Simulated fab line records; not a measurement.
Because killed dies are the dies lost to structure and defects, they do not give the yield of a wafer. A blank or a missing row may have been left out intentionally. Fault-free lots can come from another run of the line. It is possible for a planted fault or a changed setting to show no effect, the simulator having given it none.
Chamber matching -- flow n5-finfet -- N5_FIN_SAQP_ALD_61 on ald-sin-01 has 4 sister chambers
The step deposits SiO2, target thk 4 nm, pulse time 1 s, purge time 2 s. 8 wafers are shown with their chamber, then 10 later ones without.

## EACH WAFER AND ITS CHAMBER
wafer,chamber,heater-power-w (W),precursor-pulse-height-rel
L076.5,3,515,1.018
L077.3,3,507,1.013
L081.4,2,594,1.005
L081.5,1,424,1.019
L082.5,1,420,1.005
L082.6,0,456,1.015
L084.2,0,460,0.983
L084.3,2,602,1.011

## WAFERS WHOSE CHAMBER IS MISSING
wafer,heater-power-w (W),precursor-pulse-height-rel
L084.5,590,1.023
L085.3,588,1.017
L085.4,427,0.999
L085.5,420,1.021
L086.1,594,1.025
L086.4,522,0.984
L086.5,601,1.013
L094.2,455,1.000
L094.4,425,1.025
L094.5,523,1.011

## CHAMBER TAKEN BY EACH
wafer,from the rows above,in truth
L084.5,2,2
L085.3,2,2
L085.4,1,1
L085.5,1,1
L086.1,2,2
L086.4,3,3
L086.5,2,2
L094.2,0,0
L094.4,1,1
L094.5,3,3
Correct placement for 10 of the 10. Can't be placed from these rows: 0. Number placed wrongly: 0.
How it was worked out, from the rows above alone: a wafer's distance from a chamber is the root of the sum, over the readings, of the square of ((its reading less the chamber's mean) divided by the reading's scatter). The wafer belongs to the nearest chamber; if the next one is less than 2 further off, it can't be placed. Each chamber's mean is taken over the wafers shown for it. The scatter: the root of (the sum of the squares of (reading less its chamber's mean) over the shown wafers, divided by (wafers less chambers)).
